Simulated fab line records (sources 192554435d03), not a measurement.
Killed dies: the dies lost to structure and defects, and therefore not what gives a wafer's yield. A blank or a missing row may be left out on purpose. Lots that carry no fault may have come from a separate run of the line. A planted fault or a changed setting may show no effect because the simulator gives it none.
Which of the tools did it?    flow n5Finfet    Sampling: 10 lots, 27 wafers, 5 of 1938 route steps

== WHAT EACH GAUGE READ, for each wafer ==
N5_BEOL_M0_SAQP_CD_MEAS_40 targets a cd of 30 nm.
lot   measured      on        cdNm (nm)
L465  day 6 02:23   cdSem-01  30.15 29.86 30.11
L469  day 7 01:46   cdSem-02  29.94 29.40 29.50
L475  day 8 16:47   cdSem-02  30.08 29.84 30.03
L478  day 9 12:50   cdSem-02  30.06 30.23 29.99
L477  day 9 18:33   cdSem-03  30.09 30.22 30.38
L481  day 10 08:50  cdSem-03  29.59 30.17
L482  day 10 13:22  cdSem-01  30.16 30.72
L484  day 11 02:42  cdSem-02  30.40 30.12
L485  day 11 03:44  cdSem-02  30.58 30.36 30.30
L486  day 11 09:39  cdSem-01  30.23 30.42 30.14

N5_BEOL_M4_RC_MEAS_101.
lot   measured      on         DIBL_N (mV/V)   DIBL_P (mV/V)   IOFF_N (nA/um)  IOFF_P (nA/um)  ION_N (uA/um)  ION_P (uA/um)  SS_N (mV/dec)   SS_P (mV/dec)   VT_N (mV)    VT_P (mV)
L465  day 8 07:41   prober-02  32.6 32.3 32.3  31.7 31.6 31.5  0.10 0.10 0.10  0.15 0.15 0.15  651 653 664    456 453 456    70.0 69.8 70.1  72.0 71.8 72.1  259 256 257  -256 -253 -254
L469  day 9 08:29   prober-01  34.8 36.4 36.4  35.7 37.8 36.9  0.14 0.16 0.17  0.19 0.22 0.21  674 675 680    460 467 458    71.6 71.6 70.6  72.7 73.9 73.1  251 249 247  -250 -249 -251
L475  day 11 20:07  prober-02  37.1 38.7 39.6  36.1 37.1 38.6  0.15 0.16 0.18  0.19 0.20 0.23  667 661 677    455 450 460    71.9 72.4 71.6  72.6 73.5 73.8  250 250 249  -252 -251 -248
L478  day 12 22:51  prober-01  33.0 36.1 35.6  33.7 36.9 36.2  0.12 0.17 0.15  0.18 0.23 0.22  658 656 669    457 454 455    71.0 71.5 71.2  72.3 73.2 73.1  253 250 250  -250 -248 -251
L477  day 13 00:21  prober-01  40.2 37.9 37.9  39.4 37.2 36.3  0.22 0.17 0.16  0.27 0.22 0.21  683 667 667    469 463 457    72.0 71.9 71.3  74.3 74.1 74.1  245 249 251  -246 -249 -251
L481  day 14 07:01  prober-02  37.0 37.3       38.8 38.2       0.20 0.22       0.25 0.24       682 687        462 459        71.8 72.3       74.3 74.5       247 243      -248 -250
L482  day 13 20:13  prober-02  37.4 36.9       37.5 37.5       0.17 0.17       0.20 0.21       680 678        459 459        71.4 71.0       73.3 73.6       249 248      -252 -251
L484  day 14 05:52  prober-01  37.9 37.1       38.8 37.0       0.20 0.18       0.25 0.22       699 679        473 463        72.3 71.9       74.4 73.8       245 246      -248 -249
L485  day 14 01:46  prober-02  36.8 33.8 34.3  36.2 32.4 33.0  0.16 0.12 0.13  0.20 0.15 0.16  676 666 672    458 460 459    71.6 70.9 70.7  74.0 72.0 72.4  251 255 253  -249 -256 -252
L486  day 14 14:23  prober-01  36.8 37.2 36.1  37.1 37.9 36.1  0.19 0.20 0.18  0.22 0.24 0.21  680 679 684    459 459 462    71.8 72.0 72.0  73.0 73.4 72.6  248 246 245  -249 -248 -251

== WHICH TOOL RAN EACH LOT (tool, then ch and the chambers of the sampled wafers, then the start) ==
lot   N5_BEOL_M0_SAQP_SPACER2_ETCHBACK_27  N5_BEOL_M0_SAQP_ALD_48           N5_BEOL_M0_SAQP_STRIP_75
L465  rieDiel-01 ch 0,3, day 6 01:52       aldSin-02 ch 0,1,3, day 6 03:26  rieDiel-04 ch 0,3, day 6 04:04
L469  rieDiel-03 ch 1,2, day 7 01:08       aldSin-04 ch 1,2, day 7 02:11    rieDiel-04 ch 0,2,3, day 7 02:49
L475  rieDiel-01 ch 1,3, day 8 16:17       aldSin-04 ch 0,2,3, day 8 17:26  rieDiel-04 ch 0,2,3, day 8 18:03
L478  rieDiel-04 ch 0,1,3, day 9 12:18     aldSin-03 ch 0,1,2, day 9 14:01  rieDiel-04 ch 0,1,3, day 9 14:50
L477  rieDiel-01 ch 0,1,2, day 9 18:02     aldSin-02 ch 2,3, day 9 19:14    rieDiel-04 ch 0,1,2, day 9 19:52
L481  rieDiel-03 ch 0,2, day 10 08:10      aldSin-04 ch 1,3, day 10 09:28   rieDiel-01 ch 1,2, day 10 10:06
L482  rieDiel-04 ch 1,3, day 10 12:44      aldSin-04 ch 0,1, day 10 13:46   rieDiel-01 ch 1,3, day 10 14:23
L484  rieDiel-04 ch 1,2, day 11 02:11      aldSin-04 ch 0,1, day 11 03:32   rieDiel-01 ch 1,2, day 11 04:13
L485  rieDiel-04 ch 0,1,3, day 11 03:13    aldSin-03 ch 1,3, day 11 04:10   rieDiel-04 ch 0,2, day 11 05:10
L486  rieDiel-01 ch 0,1, day 11 09:09      aldSin-03 ch 2,3, day 11 10:04   rieDiel-03 ch 1,2,3, day 11 10:41
- N5_BEOL_M0_SAQP_SPACER2_ETCHBACK_27: etches SiO2 in CHF3/O2, target depth 22.5 nm, time 11.25 s.
- N5_BEOL_M0_SAQP_ALD_48: deposits SiO2, target thk 20 nm, pulse time 1 s, co reactant pulse time 1 s.
- N5_BEOL_M0_SAQP_STRIP_75: strips in CF4.

== AS READ BY THE TOOLS THEMSELVES (means over the sampled wafers that have a number; for cases with no such wafer, the mark the record gives instead) ==
N5_BEOL_M0_SAQP_SPACER2_ETCHBACK_27.
lot   tool        O2_flow_sccm (sccm)  drypumpMotorCurrentA (A)  mfcArSccm (sccm)  oes_o_777_au (a.u.)  oesProductAu (a.u.)  rfVppV (V)  showerheadPlenumPTorr (Torr)  throttleValvePct (%)
L465  rieDiel-01  4.998                6.1                       200.0             0.88                 0.87                 517         2.39                          18.86
L469  rieDiel-03  5.000                6.2                       200.3             0.82                 0.79                 505         2.36                          18.76
L475  rieDiel-01  5.002                5.9                       199.9             0.81                 0.81                 517         2.35                          18.87
L478  rieDiel-04  4.995                5.6                       200.3             0.76                 0.76                 536         2.44                          18.74
L477  rieDiel-01  5.004                5.2                       200.3             0.73                 0.74                 528         2.38                          18.88
L481  rieDiel-03  5.017                6.5                       200.6             0.78                 0.77                 510         2.35                          18.80
L482  rieDiel-04  5.000                5.7                       200.0             0.77                 0.77                 535         2.42                          18.77
L484  rieDiel-04  5.010                5.6                       199.8             0.79                 0.78                 534         2.42                          18.67
L485  rieDiel-04  5.003                5.6                       200.2             0.75                 0.75                 537         2.43                          18.77
L486  rieDiel-01  5.000                5.3                       199.7             0.76                 0.76                 526         2.38                          19.01

N5_BEOL_M0_SAQP_ALD_48.
lot   tool       heaterPowerW (W)  precursorPulseHeightRel
L465  aldSin-02  76                1.001
L469  aldSin-04  82                1.002
L475  aldSin-04  78                1.001
L478  aldSin-03  72                0.999
L477  aldSin-02  69                0.992
L481  aldSin-04  86                0.985
L482  aldSin-04  75                1.003
L484  aldSin-04  75                1.020
L485  aldSin-03  66                1.016
L486  aldSin-03  78                1.006

N5_BEOL_M0_SAQP_STRIP_75.
lot   tool        drypumpMotorCurrentA (A)  oesProductAu (a.u.)  rfVppV (V)  showerheadPlenumPTorr (Torr)  throttleValvePct (%)
L465  rieDiel-04  6.3                       0.188                271.3       1.79                          13.46
L469  rieDiel-04  6.2                       0.195                271.2       1.79                          13.36
L475  rieDiel-04  6.2                       0.188                271.8       1.78                          13.38
L478  rieDiel-04  5.6                       0.177                270.1       1.82                          13.51
L477  rieDiel-04  5.5                       0.177                271.6       1.81                          13.40
L481  rieDiel-01  5.0                       0.162                269.2       1.75                          13.55
L482  rieDiel-01  5.7                       0.180                270.2       1.74                          13.61
L484  rieDiel-01  5.1                       0.166                269.8       1.75                          13.57
L485  rieDiel-04  5.8                       0.179                271.6       1.80                          13.45
L486  rieDiel-03  6.1                       0.177                270.6       1.77                          13.54

== THE ANSWER, worked out from the rows above alone ==
Rule: what is usual is taken from the lots themselves. The widest of any qualifying gaps counts: lots, ordered by their means at a reading, are off when they make up no more than a third of the lots, leave a main group of 4 or more, and stand apart from it by 3 or more times the standard deviation of that group's means. The tables above print the reading to a certain number of digits; a main group whose means all agree to those digits is not used. Also off: a lot with no number at a reading for which 4 or more lots have one. Any other lot the step has rows for is counted as sound. The gauges are gone through in route order, then the tools' own readings, and for those a lot's mean is taken as printed above. The first step at which some lot is off is used, and at that step the reading that is off furthest; a lot without a number counts as furthest.
None of the lots is off at any reading shown; this tells nothing.

== WHAT THE SIMULATOR PUT IN ==
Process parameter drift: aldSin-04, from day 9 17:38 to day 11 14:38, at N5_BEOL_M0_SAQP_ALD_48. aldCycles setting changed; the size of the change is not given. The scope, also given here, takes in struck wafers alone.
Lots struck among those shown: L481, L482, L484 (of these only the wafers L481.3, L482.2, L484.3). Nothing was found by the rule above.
